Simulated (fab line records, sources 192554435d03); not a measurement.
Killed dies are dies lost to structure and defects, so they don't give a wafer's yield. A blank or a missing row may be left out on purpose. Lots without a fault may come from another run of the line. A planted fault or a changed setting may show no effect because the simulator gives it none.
Split-lot experiment | flow n5_finfet | 7 lots, 21 wafers read, on a route of 1938 steps

THE SPLIT
At N5_SD_EPI_P_ETCH_16 (etches SiO2 in CHF3/O2, target depth 5 nm), the setting target_depth_a was moved away from the recipe's 50 angstrom on 4 of the 21 wafers read, by -7.4% to +9.0%. The other wafers ran this setting at the recipe's value.

The reading is taken at the split's own step.

THE READING
etch.depth_nm (the simulator's own value, which no gauge read), in nm, at N5_SD_EPI_P_ETCH_16 (etches SiO2 in CHF3/O2, target depth 5 nm). The file gives no usual value for it. The 17 wafers here that ran the recipe average 4.982 nm, standard deviation 0.074 nm.

wafer  | tool, chamber at the split | target_depth_a as run, angstrom | against the recipe | etch.depth_nm, nm | against lot-mates on the recipe
L075.1 | rie_diel-06, 2             | 50                              | recipe             | 4.987             | -
L075.2 | rie_diel-06, 0             | 50                              | recipe             | 4.981             | -
L075.5 | rie_diel-06, 2             | 50                              | recipe             | 4.976             | -
L076.3 | rie_diel-06, 1             | 46.29                           | -7.4%              | 4.556             | -0.458
L076.4 | rie_diel-06, 2             | 50                              | recipe             | 5.019             | -
L076.6 | rie_diel-06, 2             | 50                              | recipe             | 5.009             | -
L082.1 | rie_diel-04, 1             | 50                              | recipe             | 4.939             | -
L082.4 | rie_diel-04, 1             | 50                              | recipe             | 4.94              | -
L082.6 | rie_diel-04, 3             | 50                              | recipe             | 4.893             | -
L084.1 | rie_diel-06, 2             | 50                              | recipe             | 4.955             | -
L084.3 | rie_diel-06, 0             | 50                              | recipe             | 4.957             | -
L084.4 | rie_diel-06, 2             | 50                              | recipe             | 4.979             | -
L086.2 | rie_diel-02, 0             | 50                              | recipe             | 4.824             | -
L086.3 | rie_diel-02, 3             | 54.51                           | +9.0%              | 5.425             | +0.601
L086.6 | rie_diel-02, 1             | 54.51                           | +9.0%              | 5.364             | +0.540
L091.3 | rie_diel-02, 3             | 50                              | recipe             | 4.944             | -
L091.4 | rie_diel-02, 0             | 48.05                           | -3.9%              | 4.853             | -0.148
L091.6 | rie_diel-02, 0             | 50                              | recipe             | 5.057             | -
L096.1 | rie_diel-04, 3             | 50                              | recipe             | 4.964             | -
L096.4 | rie_diel-04, 0             | 50                              | recipe             | 5.125             | -
L096.5 | rie_diel-04, 2             | 50                              | recipe             | 5.141             | -

THE FIT
A straight line over all 21 wafers: etch.depth_nm changes by +0.0477 nm for each +1% of target_depth_a; r = +0.91; the points scatter about the line by 0.074 nm.
The same after taking each lot's own level away (the mean of its wafers on the recipe; 21 wafers): +0.0611 nm for each +1%; r = +0.98; scatter 0.044 nm.
On that fit, the largest move of target_depth_a shifts the reading by 0.55 nm.
The lots' own levels span 4.8240 to 5.0767 nm, that is 3.4 times the standard deviation above.
So the lot-to-lot level changes the slope: the two fits differ.
Check: with one of the wafers moved furthest among these (+9.0%) left out of the fit, the line predicts +0.53 nm for it against its lot-mates. It came out at +0.601 nm against them.

OTHER SPLITS ON THESE WAFERS
These wafers also went through other splits before the reading. Each is held against what the fit with the lots' levels taken away leaves over:
other split on the same wafers  | wafers away from the commonest value | r with etch.depth_nm (lot level and that fit taken away)
N5_ZERO_LAYER_PEB_09 peb_time_s | as run: not given for these wafers   | -
N5_WELL_APT_COAT_02 spin_rpm    | 6                                    | +0.02
N5_FIN_SAQP_ALD_61 ald_cycles   | 7                                    | +0.13
N5_FIN_SAQP_COAT_49 spin_rpm    | 9                                    | +0.13
N5_DUMMY_GATE_CVD_03 temp_c     | 15                                   | +0.16
N5_DUMMY_GATE_COAT_28 spin_rpm  | 8                                    | +0.16

THE FILE'S OWN FIT
etch.depth_nm changes by +0.0602 nm for each +1% of target_depth_a, r = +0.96.
